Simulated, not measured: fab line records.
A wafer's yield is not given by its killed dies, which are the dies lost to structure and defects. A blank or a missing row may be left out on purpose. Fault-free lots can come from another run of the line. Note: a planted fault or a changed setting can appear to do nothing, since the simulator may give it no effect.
Matching of chambers + flow n5_finfet + rie_diel-01 running N5_BEOL_M10_DESCUM_16: 4 sister chambers
The step chemistry O2, time 7.9 s. 4 wafers are shown with their chamber, then 9 later ones without.

## WAFERS WITH THEIR CHAMBER
| wafer  | chamber | throttle_valve_pct (%) |
|--------|---------|------------------------|
| L084.5 | 1       | 20.27                  |
| L083.3 | 0       | 20.71                  |
| L085.1 | 2       | 20.75                  |
| L085.5 | 3       | 20.24                  |

## WAFERS WITH NO CHAMBER GIVEN
| wafer  | throttle_valve_pct (%) |
|--------|------------------------|
| L086.2 | 20.70                  |
| L086.4 | 20.28                  |
| L086.6 | 20.71                  |
| L091.3 | 20.32                  |
| L091.4 | 20.31                  |
| L091.6 | 20.78                  |
| L092.1 | 20.78                  |
| L092.2 | 20.26                  |
| L092.5 | 20.37                  |

## WHICH CHAMBER EACH ONE RAN IN
| wafer  | from the rows above     | in truth |
|--------|-------------------------|----------|
| L086.2 | can't be placed: 0 or 2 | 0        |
| L086.4 | can't be placed: 1 or 3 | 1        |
| L086.6 | can't be placed: 0 or 2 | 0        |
| L091.3 | can't be placed: 1 or 3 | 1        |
| L091.4 | can't be placed: 1 or 3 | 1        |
| L091.6 | can't be placed: 2 or 0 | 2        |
| L092.1 | can't be placed: 2 or 0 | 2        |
| L092.2 | can't be placed: 1 or 3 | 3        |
| L092.5 | can't be placed: 1 or 3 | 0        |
Correctly placed: 0 of 9. Cannot be placed on the basis of these rows: 9; the candidates contain the true chamber in 8. Number placed wrongly: 0.
How it was worked out, from the rows above alone: a wafer's distance from a chamber is the root of the sum, over the readings, of the square of ((its reading less the chamber's mean) divided by the reading's scatter). The wafer belongs to the nearest chamber; if the next one is less than 2 further off, it can't be placed. A chamber's mean is the mean of its shown wafers. The scatter (one wafer shown for each chamber): square how far every hidden wafer sits from the nearest shown wafer, average those squares and take the square root.
